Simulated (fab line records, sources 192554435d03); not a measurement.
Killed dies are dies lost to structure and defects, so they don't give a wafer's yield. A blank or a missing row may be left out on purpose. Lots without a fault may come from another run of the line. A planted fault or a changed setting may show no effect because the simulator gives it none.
A struck lot beside a sound one | flow n5_finfet | 34 steps out of a route of 1938
Sound: wafers L382.1, L382.4, L382.6. Struck: wafer L363.2. (L363.1, L363.6 of the same lot were not struck and are left out.) The cause comes at the end.
At each step with rows: each side's tool, then ch and its chambers, then its first start. Under that, the readings that differ: sound wafers | struck wafers | difference of the means | sigmas: that difference in standard deviations of wafers without a fault.
alike: readings whose means differ by less than 2 such deviations, and words and numbers that are the same on both sides. not compared: withheld readings, readings that some wafer has no value for, bounds like >300 that may hide the same value, and numbers for which the record gives no deviation and whose values overlap.
The two part at a step that has a row with sigmas, a row that says differs or no value, or rows on one side only. Numbers that don't overlap but have no deviation are shown without sigmas and don't part them. A reading that every wafer of one side lacks parts them only if that side has two wafers or more.

first, 9 steps without rows for these wafers: N5_SD_EPI_P_DEVELOP_08 (develop time 30 s); N5_SD_EPI_P_DESCUM_14 (chemistry O2, time 7.9 s); N5_SD_EPI_P_ETCH_36 (etches SiARC in CF4, target depth 45.5 nm, time 75.8 s); N5_SD_EPI_P_ETCH_37 (etches SOC in N2/H2, overetch 108 nm, time 486 s); N5_SD_EPI_P_STRIP_38 (strips in N2/H2); N5_SD_EPI_P_ETCHBACK_46 (etches SiNx in CH3F/O2, stops on SiO2, target depth 17.5 nm); N5_SD_EPI_P_ETCH_47 (etches SiOCN in CH3F/O2, target depth 25 nm); N5_SD_EPI_P_ETCH_16 (etches SiO2 in CHF3/O2, target depth 5 nm); N5_SD_EPI_P_STRIP_50 (strips in CHF3/O2).
N5_SD_EPI_P_SD_RECESS_17: chemistry HBr/Cl2/O2, target depth 39.1 nm, bt time 3 s.
  sound on rie_si-01 ch 1,3, day 9 05:04; struck on rie_si-01 ch 0, day 4 05:40
  reading                              | sound             | struck | difference | sigmas
  bias_w (W)                           | 111.6 111.9 111.9 | 112.5  | +0.7       | +2
  model.etch.depth_nm (nm)             | 38.35 38.64 38.39 | 30.4   | -8.1       |
  model.SD_EPI_P.feature_depth_nm (nm) | 38.4 38.6 38.4    | 30.4   | -8.1       |
  alike: O2_flow_sccm, drypump_motor_current_A, oes_product_au, throttle_valve_pct
  not compared: rf_hours_counter_h
then, 22 steps without rows for these wafers: N5_SD_EPI_P_WET_ETCH_45 (etches SiO2 in dHF, time 10.7 s, target depth 2 nm, rinse time 30 s); N5_SD_EPI_P_STRIP_40 (strips in N2/H2); N5_SD_EPI_P_PRECLEAN_52 (cleans in O3/DIW, time 60 s); N5_SD_EPI_P_SRD_20 (time 30 s); N5_SD_EPI_P_PRECLEAN_51 (cleans in NF3:NH3, afs cycles 1, time 20 s, sublimation time 60 s); N5_SD_EPI_P_VAPOR_ETCH_44 (etches SiGe30 in NF3/Ar, time 3.3 s); N5_SD_EPI_P_EPI_21 (deposits SiGe:B, time 355 s); N5_SD_EPI_P_HM_STRIP_48 (strips SiNx in H3PO4, material SiNx, target depth 3 nm); N5_SD_EPI_P_SRD_49 (time 30 s); N5_SD_EPI_P_PRECLEAN_24 (cleans in O3/DIW, time 45 s); N5_SD_EPI_P_PRECLEAN_32 (cleans in dHF, time 10 s); N5_SD_EPI_P_PRECLEAN_33 (cleans in SC2, time 45 s); N5_SD_EPI_P_SRD_25 (time 30 s); N5_SD_ACTIVATION_RTA_00 (time 0 s); N5_SD_ACTIVATION_LSA_01 (time 0.0008 s); N5_ILD0_LINER_00 (material SiNx, target thk 4 nm, pulse time 1 s, purge time 2 s); N5_ILD0_FCVD_FILL_01 (material SiO2 flowable, target thk 200 nm, time 328.3 s); N5_ILD0_CURE_02 (time 1800 s); N5_ILD0_CMP_03 (polishes, stops on SiNx, t overpolish 1.9 s, target thk 197.38 nm); N5_ILD0_CMP_07 (polishes SiO2 flowable, stops on poly-Si, t overpolish 1.18 s, target thk 138.88 nm); N5_ILD0_PRECLEAN_10 (cleans in NF3:NH3, afs cycles 5, time 20 s, sublimation time 60 s); N5_ILD0_ALD_15 (deposits SiNx, target thk 24 nm, pulse time 1 s, ald cycles 480).
-- the record jumps here: 4 days lie between the struck wafers' starts before and after (it left off in module ILD0 and takes up again in module BEOL_M4, whose first step shown is number 1111 of the route) --
N5_BEOL_M4_RC_MEAS_101:
  sound on prober-01 ch 0, day 13 22:13; struck on prober-02 ch 0, day 8 17:06
  reading             | sound                      | struck  | difference | sigmas
  CJ_P                | 5.77 5.83 5.79             | 4.03    | -1.77      | -10
  DIBL_P (mV/V)       | 33.6 34.4 36.1             | 31.3    | -3.4       | -2
  IOFF_P (nA/um)      | 0.169 0.179 0.201          | 0.109   | -0.074     | -3
  IOFF_P_LONG (nA/um) | 0.000105 0.000106 0.000106 | 7.8e-05 | -2.8e-05   | -3
  ION_P (uA/um)       | 460 460 459                | 410     | -50        | -9
  REXT_P (ohm.um)     | 103.3 102.9 102.7          | 112.3   | +9.3       | +4
  SS_P (mV/dec)       | 73.0 73.0 73.3             | 71.6    | -1.5       | -3
  VT_P (mV)           | -252.1 -250.3 -251.0       | -263.1  | -12.0      | -4
  VT_P_LVT (mV)       | -102.1 -102.1 -101.4       | -110.4  | -8.5       | -4
  alike: DIBL_N, IOFF_N, ION_N, SS_N, VT_N
-- the record jumps here: 4 days lie between the struck wafers' starts before and after (it left off in module BEOL_M4 and takes up again in module PASSIVATION, whose first step shown is number 1936 of the route) --
N5_PASSIVATION_PROBE_49:
  the record has rows for the struck wafers here (prober-02, day 12 13:13) and none for the sound ones

WHERE THEY PART
First at N5_SD_EPI_P_SD_RECESS_17; last, within this record, at N5_PASSIVATION_PROBE_49.

WHY: what the simulator had put in
Process parameter drift: rie_si-01, from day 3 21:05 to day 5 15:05, at N5_SD_EPI_P_SD_RECESS_17. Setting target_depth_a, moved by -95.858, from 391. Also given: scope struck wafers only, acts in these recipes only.
